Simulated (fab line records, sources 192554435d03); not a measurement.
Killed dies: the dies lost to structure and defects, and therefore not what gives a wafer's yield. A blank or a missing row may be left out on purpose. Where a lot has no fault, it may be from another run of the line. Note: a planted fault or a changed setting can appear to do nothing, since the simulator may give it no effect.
Matching of chambers | flow n5_finfet | N5_BEOL_M10_CURE_72 on uv_cure-03: 3 sister chambers
The step cures SiCOH lowk, time 120 s. 3 wafers are shown with their chamber, then 11 later ones without.

WAFERS WITH THEIR CHAMBER
wafer  | chamber | lamp_power_pct (%)
L084.6 | 2       | 52.32
L088.6 | 1       | 52.32
L086.2 | 0       | 52.27

WAFERS MISSING THEIR CHAMBER
wafer  | lamp_power_pct (%)
L086.3 | 52.35
L086.6 | 52.27
L093.2 | 52.37
L093.5 | 52.38
L093.6 | 52.28
L095.3 | 52.37
L095.5 | 52.36
L095.6 | 52.21
L096.3 | 52.29
L096.4 | 52.28
L096.5 | 52.31

EACH ONE'S CHAMBER
wafer  | from the rows above          | in truth
L086.3 | can't be placed: 1 or 2 or 0 | 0
L086.6 | can't be placed: 0 or 1 or 2 | 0
L093.2 | can't be placed: 1 or 2 or 0 | 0
L093.5 | can't be placed: 1 or 2 or 0 | 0
L093.6 | can't be placed: 0 or 1 or 2 | 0
L095.3 | can't be placed: 1 or 2 or 0 | 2
L095.5 | can't be placed: 1 or 2 or 0 | 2
L095.6 | can't be placed: 0 or 1 or 2 | 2
L096.3 | can't be placed: 0 or 1 or 2 | 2
L096.4 | can't be placed: 0 or 1 or 2 | 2
L096.5 | can't be placed: 1 or 2 or 0 | 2
Correct placement for 0 of the 11. From these rows, 11 cannot be placed; in 11 the true chamber is one of the candidates. Placed wrongly: 0.
How it was worked out, from the rows above alone: a wafer's distance from a chamber is the root of the sum, over the readings, of the square of ((its reading less the chamber's mean) divided by the reading's scatter). If the next closest chamber is less than 2 further off than the closest, the wafer can't be placed; otherwise it belongs to the closest. The mean given for a chamber averages the wafers shown for that chamber. The scatter (one wafer shown for each chamber): square how far every hidden wafer sits from the nearest shown wafer, average those squares and take the square root.
